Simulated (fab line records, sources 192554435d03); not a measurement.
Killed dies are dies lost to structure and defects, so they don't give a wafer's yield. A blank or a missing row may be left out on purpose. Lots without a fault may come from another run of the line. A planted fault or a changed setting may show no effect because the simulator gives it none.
Which tool did it? | flow n5_finfet | 9 lots, 26 wafers sampled, at 6 steps of a route of 1938

WHAT THE GAUGES READ, wafer by wafer
N5_BEOL_M4_RC_MEAS_101. Usual: DIBL_N 36.6 mV/V, standard deviation 1.8; DIBL_P 37.1 mV/V, standard deviation 2.1; IOFF_N 0.17 nA/um, standard deviation 0.033; IOFF_P 0.23 nA/um, standard deviation 0.039; ION_N 681 uA/um, standard deviation 13; ION_P 467 uA/um, standard deviation 8.7; SS_N 71.6 mV/dec, standard deviation 0.59; SS_P 73.4 mV/dec, standard deviation 0.63; VT_N 249 mV, standard deviation 3.4; VT_P -249 mV, standard deviation 3.7.
lot  | measured     | on        | DIBL_N (mV/V)  | DIBL_P (mV/V)  | IOFF_N (nA/um) | IOFF_P (nA/um) | ION_N (uA/um) | ION_P (uA/um) | SS_N (mV/dec)  | SS_P (mV/dec)  | VT_N (mV)   | VT_P (mV)      | flag
L161 | day 8 16:04  | prober-01 | 38.0 38.2 38.5 | 40.2 38.5 40.0 | 0.19 0.18 0.18 | 0.25 0.21 0.24 | 693 672 686   | 471 456 468   | 71.1 71.4 71.2 | 73.5 72.3 73.1 | 245 249 249 | -248 -251 -248 |
L162 | day 8 19:08  | prober-01 | 35.2 35.8 37.4 | 36.8 37.1 38.8 | 0.16 0.16 0.18 | 0.22 0.22 0.25 | 696 666 673   | 476 458 458   | 71.5 71.5 72.4 | 72.8 72.9 72.8 | 249 252 249 | -247 -248 -249 |
L163 | day 8 20:31  | prober-01 | 35.7 39.7 36.5 | 34.3 39.0 35.1 | 0.13 0.20 0.15 | 0.18 0.24 0.18 | 659 683 682   | 458 468 461   | 71.4 72.0 71.5 | 73.7 74.4 73.4 | 254 248 248 | -255 -250 -254 |
L168 | day 10 04:35 | prober-02 | 39.0 38.1 36.4 | 41.3 40.6 38.9 | 0.22 0.20 0.15 | 0.27 0.27 0.22 | 684 695 670   | 464 481 471   | 72.2 72.2 71.5 | 73.6 73.1 72.7 | 246 247 250 | -247 -246 -248 |
L170 | day 10 08:10 | prober-02 | 35.0 35.6 38.1 | 36.9 37.5 40.6 | 0.19 0.17 0.24 | 0.24 0.25 0.33 | 702 679 701   | 475 473 479   | 71.3 71.4 72.0 | 74.0 73.4 74.9 | 242 247 240 | -244 -245 -242 |
L176 | day 12 07:26 | prober-01 | 35.4 35.7 35.4 | 34.9 35.0 34.0 | 0.14 0.15 0.13 | 0.18 0.19 0.17 | 671 667 672   | 463 456 462   | 71.5 72.1 71.3 | 72.5 72.5 73.2 | 251 251 251 | -253 -252 -254 |
L177 | day 12 21:51 | prober-01 | 41.1 38.7 42.3 | 37.9 36.7 40.7 | 0.23 0.17 0.27 | 0.26 0.24 0.31 | 681 688 699   | 464 470 473   | 72.8 71.3 72.5 | 73.4 73.5 74.0 | 247 252 245 | -248 -248 -246 |
L180 | day 13 04:14 | prober-01 | 41.7 36.8      | 43.4 36.5      | 0.33 0.17      | 0.40 0.23      | 728 681       | 499 472       | 72.3 71.1      | 75.2 73.5      | 237 248     | -238 -248      |
L182 | day 13 12:21 | prober-01 | 37.6 35.7 35.8 | 36.1 34.1 33.4 | 0.19 0.15 0.14 | 0.23 0.19 0.19 | 680 683 659   | 465 460 454   | 71.9 71.6 71.4 | 73.3 72.8 72.7 | 248 249 251 | -248 -250 -250 |

WHICH TOOL RAN EACH LOT (tool, then ch and the chambers of the sampled wafers, then the start)
lot  | N5_BEOL_M0_HM_OPEN_105            | N5_BEOL_M0_ETCH_109                | N5_BEOL_M0_ALD_136                  | N5_BEOL_M0_ANNEAL_135        | N5_BEOL_M0_CMP_120
L161 | rie_metal-02 ch 0,1, day 6 05:53  | rie_diel-04 ch 2,3, day 6 06:31    | ald_metal-04 ch 0,1, day 6 07:21    | pvd_sputter-03, day 6 08:13  | cmp-01 ch 1,2,3, day 6 09:04
L162 | rie_metal-01 ch 0,1, day 6 17:22  | rie_diel-01 ch 0,1, day 6 18:29    | ald_metal-02 ch 0,1,2, day 6 19:08  | pvd_sputter-03, day 6 20:15  | cmp-03 ch 0,1,2, day 6 21:02
L163 | rie_metal-03 ch 0,1, day 6 20:25  | rie_diel-04 ch 0,1, day 6 20:59    | ald_metal-02 ch 0,1, day 6 21:17    | pvd_sputter-01, day 7 00:04  | cmp-04 ch 0,2,3, day 7 00:42
L168 | rie_metal-03 ch 0,1, day 8 01:41  | rie_diel-06 ch 0,1,3, day 8 02:30  | ald_metal-04 ch 1,2,3, day 8 04:21  | pvd_sputter-01, day 8 05:18  | cmp-01 ch 2,3, day 8 05:59
L170 | rie_metal-02 ch 0,1, day 8 12:26  | rie_diel-04 ch 0,1,2, day 8 13:18  | ald_metal-04 ch 0,1,2, day 8 14:08  | pvd_sputter-02, day 8 15:01  | cmp-01 ch 1,2,3, day 8 15:35
L176 | rie_metal-01 ch 0,1, day 10 04:22 | rie_diel-01 ch 1,2, day 10 04:53   | ald_metal-02 ch 1,2, day 10 05:11   | pvd_sputter-01, day 10 06:07 | cmp-01 ch 0,1,3, day 10 06:47
L177 | rie_metal-01 ch 0,1, day 10 08:53 | rie_diel-01 ch 0,2,3, day 10 09:47 | ald_metal-02 ch 0,1,2, day 10 10:32 | pvd_sputter-01, day 10 11:33 | cmp-01 ch 0,1,2, day 10 12:10
L180 | rie_metal-02 ch 0,1, day 10 23:25 | rie_diel-01 ch 0,3, day 11 00:33   | ald_metal-01 ch 1,2, day 11 00:58   | pvd_sputter-02, day 11 03:22 | cmp-04 ch 0,1, day 11 04:11
L182 | rie_metal-03 ch 0,1, day 11 17:16 | rie_diel-01 ch 0,1,3, day 11 18:11 | ald_metal-01 ch 0,1, day 11 18:50   | pvd_sputter-03, day 11 19:43 | cmp-03 ch 0,1, day 11 20:17
- N5_BEOL_M0_HM_OPEN_105: chemistry Cl2/BCl3, target TiN, target depth 12 nm.
- N5_BEOL_M0_ETCH_109: etches SiCN in CH3F/O2, target depth 8 nm, overetch 2.4 nm, time 27.4 s.
- N5_BEOL_M0_ALD_136: deposits TaN, pulse time 2 s, purge time 3 s, co reactant purge time 2 s.
- N5_BEOL_M0_ANNEAL_135: time 60 s.
- N5_BEOL_M0_CMP_120: polishes, stops on SiOC, t overpolish 6.9 s.

WHAT THE TOOLS THEMSELVES READ (means of the sampled wafers that have a number; where no wafer has one, the mark that the record gives instead)
N5_BEOL_M0_HM_OPEN_105. Usual: drypump_motor_current_A 5.71 A, standard deviation 0.18; oes_ar_750_au 0.76 a.u., standard deviation 0.06; oes_product_au 0.77 a.u., standard deviation 0.07; throttle_valve_pct 21.84 %, standard deviation 0.16.
lot  | tool         | drypump_motor_current_A (A) | oes_ar_750_au (a.u.) | oes_product_au (a.u.) | throttle_valve_pct (%) | flag
L161 | rie_metal-02 | 5.83                        | 0.76                 | 0.77                  | 21.99                  |
L162 | rie_metal-01 | 5.56                        | 0.72                 | 0.72                  | 21.64                  |
L163 | rie_metal-03 | 5.78                        | 0.85                 | 0.87                  | 21.78                  |
L168 | rie_metal-03 | 5.56                        | 0.83                 | 0.85                  | 21.79                  |
L170 | rie_metal-02 | 5.82                        | 0.75                 | 0.75                  | 22.03                  |
L176 | rie_metal-01 | 5.59                        | 0.71                 | 0.71                  | 21.73                  |
L177 | rie_metal-01 | 5.58                        | 0.71                 | 0.70                  | 21.66                  |
L180 | rie_metal-02 | 5.85                        | 0.74                 | 0.75                  | 22.02                  |
L182 | rie_metal-03 | 5.78                        | 0.82                 | 0.84                  | 21.79                  |

N5_BEOL_M0_ETCH_109. Usual: drypump_motor_current_A 5.7 A, standard deviation 0.39; oes_product_au 0.67 a.u., standard deviation 0.061; rf_vpp_V 297.5 V, standard deviation 1.7; showerhead_plenum_p_Torr 2.01 Torr, standard deviation 0.066; throttle_valve_pct 16.34 %, standard deviation 0.26.
lot  | tool        | drypump_motor_current_A (A) | oes_product_au (a.u.) | rf_vpp_V (V) | showerhead_plenum_p_Torr (Torr) | throttle_valve_pct (%) | flag
L161 | rie_diel-04 | 5.7                         | 0.64                  | 297.0        | 1.97                            | 16.29                  |
L162 | rie_diel-01 | 6.1                         | 0.75                  | 299.2        | 2.08                            | 16.16                  |
L163 | rie_diel-04 | 5.6                         | 0.63                  | 297.3        | 2.01                            | 16.46                  |
L168 | rie_diel-06 | 5.9                         | 0.62                  | 297.0        | 1.93                            | 16.52                  |
L170 | rie_diel-04 | 5.6                         | 0.63                  | 296.8        | 1.99                            | 16.41                  |
L176 | rie_diel-01 | 5.3                         | 0.67                  | 297.4        | 2.02                            | 16.56                  |
L177 | rie_diel-01 | 5.7                         | 0.71                  | 298.5        | 2.06                            | 16.24                  |
L180 | rie_diel-01 | 6.0                         | 0.71                  | 299.2        | 2.06                            | 16.20                  |
L182 | rie_diel-01 | 5.7                         | 0.68                  | 298.0        | 2.04                            | 16.39                  |

N5_BEOL_M0_ALD_136. Usual: heater_power_w 407 W, standard deviation 45.
lot  | tool         | heater_power_w (W) | flag
L161 | ald_metal-04 | 344                |
L162 | ald_metal-02 | 449                |
L163 | ald_metal-02 | 428                |
L168 | ald_metal-04 | 382                |
L170 | ald_metal-04 | 363                |
L176 | ald_metal-02 | 471                |
L177 | ald_metal-02 | 448                |
L180 | ald_metal-01 | 426                |
L182 | ald_metal-01 | 412                |

N5_BEOL_M0_ANNEAL_135. Usual: heater_power_w 794 W, standard deviation 79.
lot  | tool           | heater_power_w (W) | flag
L161 | pvd_sputter-03 | 754                |
L162 | pvd_sputter-03 | 798                |
L163 | pvd_sputter-01 | 791                |
L168 | pvd_sputter-01 | 807                |
L170 | pvd_sputter-02 | 741                |
L176 | pvd_sputter-01 | 808                |
L177 | pvd_sputter-01 | 787                |
L180 | pvd_sputter-02 | 709                |
L182 | pvd_sputter-03 | 810                |

N5_BEOL_M0_CMP_120. Usual: barrier_field_endpoint_s 3.60 s, standard deviation 0.12; head_pressure_psi 1.0002 psi, standard deviation 0.0023; motor_current_A 5.9 A, standard deviation 0.56.
lot  | tool   | barrier_field_endpoint_s (s) | head_pressure_psi (psi) | motor_current_A (A) | flag
L161 | cmp-01 | 3.62                         | 0.9979                  | 6.0                 |
L162 | cmp-03 | 3.64                         | 0.9980                  | 5.7                 |
L163 | cmp-04 | 3.49                         | 0.9999                  | 5.9                 |
L168 | cmp-01 | 3.52                         | 1.0016                  | 6.0                 |
L170 | cmp-01 | 3.66                         | 0.9998                  | 5.9                 |
L176 | cmp-01 | 2.96                         | 0.9991                  | 5.9                 | OFF
L177 | cmp-01 | 2.91                         | 1.0004                  | 6.1                 | OFF
L180 | cmp-04 | 3.69                         | 1.0020                  | 5.7                 |
L182 | cmp-03 | 3.40                         | 1.0021                  | 5.9                 |

THE ANSWER, worked out from the rows above alone
Rule: a lot is off if the mean of its wafers that have a number lies more than 3 standard deviations from the usual mean. A lot without any number at a reading at which 4 lots or more have one is off too. The other lots that the step has rows for count as sound. The gauges are gone through in route order, then the tools' own readings, and for those a lot's mean is taken as printed above. The first step at which some lot is off is used, and at that step the reading that is off furthest; a lot without a number counts as furthest.
Off: L176, L177, at N5_BEOL_M0_CMP_120 (barrier_field_endpoint_s).
A tool fits if, at that step or a process step before it, it ran every lot that is off, and no sound lot after the first of them. Can't be told from this: 4 tools fit, rie_metal-01 at N5_BEOL_M0_HM_OPEN_105, ald_metal-02 at N5_BEOL_M0_ALD_136, pvd_sputter-01 at N5_BEOL_M0_ANNEAL_135, cmp-01 at N5_BEOL_M0_CMP_120.

WHAT THE SIMULATOR HAD PUT IN
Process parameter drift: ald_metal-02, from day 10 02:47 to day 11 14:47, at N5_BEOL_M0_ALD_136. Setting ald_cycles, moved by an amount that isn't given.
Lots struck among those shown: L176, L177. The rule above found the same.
